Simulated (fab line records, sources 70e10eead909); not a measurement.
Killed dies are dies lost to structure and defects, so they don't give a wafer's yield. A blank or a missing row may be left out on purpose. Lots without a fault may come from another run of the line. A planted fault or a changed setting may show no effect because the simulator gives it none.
A struck lot beside a sound one | flow nand_harc | 18 steps out of a route of 1302
Sound: wafers L422.3, L422.4, L422.6. Struck: wafers L427.3, L427.4, L427.6. The cause comes at the end.
At each step with rows: each side's tool, then ch and its chambers, then its first start. Under that, the readings that differ: sound wafers | struck wafers | difference of the means | sigmas: that difference in standard deviations of wafers without a fault.
alike: readings whose means differ by less than 2 such deviations, and words and numbers that are the same on both sides. not compared: withheld readings, readings that some wafer has no value for, bounds like >300 that may hide the same value, and numbers for which the record gives no deviation and whose values overlap.
The two part at a step that has a row with sigmas, a row that says differs or no value, or rows on one side only. Numbers that don't overlap but have no deviation are shown without sigmas and don't part them. A reading that every wafer of one side lacks parts them only if that side has two wafers or more.

NHARC_P_ZERO_WELL_CD_MEAS_11: target cd 500 nm.
  sound on cd_sem-02 ch 0, day 1 21:08; struck on cd_sem-01 ch 0, day 3 23:14
  alike: cd_nm
then, 1 step without rows for these wafers: NHARC_P_ZERO_WELL_HARDBAKE_12 (time 65 s).
NHARC_P_ZERO_WELL_DESCUM_13: chemistry O2, time 3 s.
  sound on rie_diel-10 ch 0,1,3, day 1 21:17; struck on rie_diel-08 ch 0,2,3, day 4 00:24
  alike: drypump_motor_current_A, oes_product_au, rf_vpp_V, showerhead_plenum_p_Torr, throttle_valve_pct
  not compared: rf_hours_counter_h
NHARC_P_ZERO_WELL_ETCH_65: etches the open film in N2/H2, target depth 80 nm, overetch 24 nm, time 87.88 s.
  sound on rie_diel-10 ch 1,2,3, day 1 21:31; struck on rie_diel-08 ch 0,1,2, day 4 00:31
  alike: drypump_motor_current_A, oes_product_au, rf_fwd_power_W, rf_vpp_V, showerhead_plenum_p_Torr, throttle_valve_pct
  not compared: rf_hours_counter_h
NHARC_P_ZERO_WELL_ETCH_62: etches the open film in CHF3/Ar, target depth 13 nm, time 6.5 s.
  sound on rie_diel-10 ch 1,3; struck on rie_diel-08 ch 0,1,2
  reading                         | sound          | struck         | difference | sigmas
  showerhead_plenum_p_Torr (Torr) | 2.25 2.21 2.25 | 2.46 2.48 2.46 | +0.23      | +2
  alike: drypump_motor_current_A, oes_product_au, rf_fwd_power_W, rf_vpp_V, throttle_valve_pct
  not compared: rf_hours_counter_h
NHARC_P_ZERO_WELL_ETCH_63: etches the open film in HBr/Cl2, target depth 120 nm, time 40.1 s.
  sound on rie_si-06 ch 0,2,3, day 1 21:43; struck on rie_si-02 ch 2,3, day 4 01:46
  alike: drypump_motor_current_A, oes_product_au, rf_fwd_power_W, throttle_valve_pct
  not compared: rf_hours_counter_h
then, 6 steps without rows for these wafers: NHARC_P_ZERO_WELL_STRIP_15 (strips in SPM, time 900 s); NHARC_P_ZERO_WELL_DEHYDRATE_16 (time 120 s); NHARC_P_ZERO_WELL_HMDS_17 (time 30 s); NHARC_P_ZERO_WELL_COAT_18; NHARC_P_ZERO_WELL_SOFTBAKE_19 (time 95 s); NHARC_P_ZERO_WELL_EBR_20.
NHARC_P_ZERO_WELL_EXPOSE_21: exposes mask P NWELL, target cd 720 nm.
  sound on krf_scanner-04 ch 0, day 1 22:29; struck on krf_scanner-01 ch 0, day 4 02:33
  reading | sound                         | struck                        | difference | sigmas
  mask    | P_NWELL#0 P_NWELL#0 P_NWELL#0 | P_PWELL#0 P_PWELL#0 P_PWELL#0 | differs    |
then, 2 steps without rows for these wafers: NHARC_P_ZERO_WELL_PEB_22 (peb time 85 s); NHARC_P_ZERO_WELL_DEVELOP_23 (time 70 s).
NHARC_P_ZERO_WELL_CD_MEAS_24: target cd 720 nm.
  sound on cd_sem-02 ch 0, day 1 22:38; struck on cd_sem-01 ch 0, day 4 02:43
  reading    | sound             | struck | difference                    | sigmas
  cd_nm (nm) | 721.2 721.0 722.2 | - - -  | no value on the struck wafers |
then, 1 step without rows for these wafers: NHARC_P_ZERO_WELL_HARDBAKE_25 (time 80 s).
-- the record jumps here: 23 days lie between the struck wafers' starts before and after (it left off in module P_ZERO_WELL and takes up again in module END, whose first step shown is number 1302 of the route) --
NHARC_END_SORT_01:
  the record has rows for the struck wafers here (prober-02 ch 0, day 26 15:12) and none for the sound ones

WHERE THEY PART
First at NHARC_P_ZERO_WELL_ETCH_62; last, within this record, at NHARC_END_SORT_01.

WHY: what the simulator had put in
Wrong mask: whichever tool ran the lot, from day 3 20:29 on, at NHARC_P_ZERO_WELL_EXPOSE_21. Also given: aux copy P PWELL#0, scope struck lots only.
